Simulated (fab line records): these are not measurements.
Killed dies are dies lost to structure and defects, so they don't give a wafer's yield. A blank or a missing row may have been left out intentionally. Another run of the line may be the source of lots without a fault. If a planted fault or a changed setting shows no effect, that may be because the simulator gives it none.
8D (eight disciplines) problem report, filled in by code    flow nand-harc    the parts of the form that need people (team, actions taken, sign-off) are left out

1. PROBLEM STATEMENT
Wafers without a fault read 131.2 s, standard deviation 0.42; run-length-s at NHARC_A_CHANNEL_FILL_D1_ETCHBACK_08 reads a mean of 154.3 s on 3 wafers belonging to 3 lots. Measured from the usual mean, that is +55 standard deviations.
The step: etches the open film in C4F8, target depth 220 nm, time 110 s.
First observed at day 12 21:05: wafer L215.6, on rie-diel-06. Wafers with a number at this step in the record: 37, from 13 lots. By rule, "out" or "out of limits" means more than 4 standard deviations away from the usual mean. The other wafers with a number count as sound.

2. WHAT IT IS, WHAT IT ISN'T
question                     is                      is not
which readings at this step  run-length-s            oes-product-au, rf-vpp-V
which lots                   L215, L219, L220        L206, L207, L208, L209, L210, L218, L223, L224, L226, L229
which wafers of those lots   L215.6, L219.6, L220.6  L215.1, L215.2, L219.4, L220.3
read on which tools          rie-diel-06             rie-diel-04, rie-diel-09
when                         from day 12 21:05       up to then (17 sound wafers); but 17 sound wafers of L218, L219, L220, L223, L224, L226, L229 came after

3. SUSPECTS, AND WHAT RULES EACH OUT
Counting: if a tool at a process step up to the reading ran every lot that is out, it stays a suspect. Sound lots after the first of them don't rule it out here, since some wafers of a struck lot are sound.
- rie-diel-06 at NHARC_A_CHANNEL_FILL_D1_ETCHBACK_08 (etches the open film in C4F8, target depth 220 nm, time 110 s): kept. It processed each lot that is out (first: L215, day 12 21:05); up to then, its last sound lot is L208 (day 10 21:50). Out on those wafers are its own readings of run-length-s.
Remaining after the count: rie-diel-06 at NHARC_A_CHANNEL_FILL_D1_ETCHBACK_08.

4. THE CAUSE (what the simulator had put in)
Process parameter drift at NHARC_A_CHANNEL_FILL_D1_ETCHBACK_08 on rie-diel-06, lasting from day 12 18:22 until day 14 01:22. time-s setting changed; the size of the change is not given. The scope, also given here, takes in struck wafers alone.
Only this tool survived the counting.

5. THE CHAIN OF EFFECTS, in route order
Each row: a reading whose mean over the struck wafers that have a number lies more than 3 standard deviations from the usual. Only readings for which the record gives a usual standard deviation are gone through. hours: the time from each lot's start at the first step in this table that gives one to its start at this step, as a median over the lots. sigmas: the change in usual standard deviations.
hours  step                                 reading       usual    on struck wafers  change  sigmas
0      NHARC_A_CHANNEL_FILL_D1_ETCHBACK_08  run-length-s  131.2 s  154.3             +23.1   +55
It contains these process steps:
- NHARC_A_CHANNEL_FILL_D1_ETCHBACK_08: etches the open film in C4F8, target depth 220 nm, time 110 s.

6. WHAT WOULD HAVE CAUGHT IT SOONER
In this record no reading fell out of limits until day 12 21:05, 3 hours after the fault had begun at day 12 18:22.
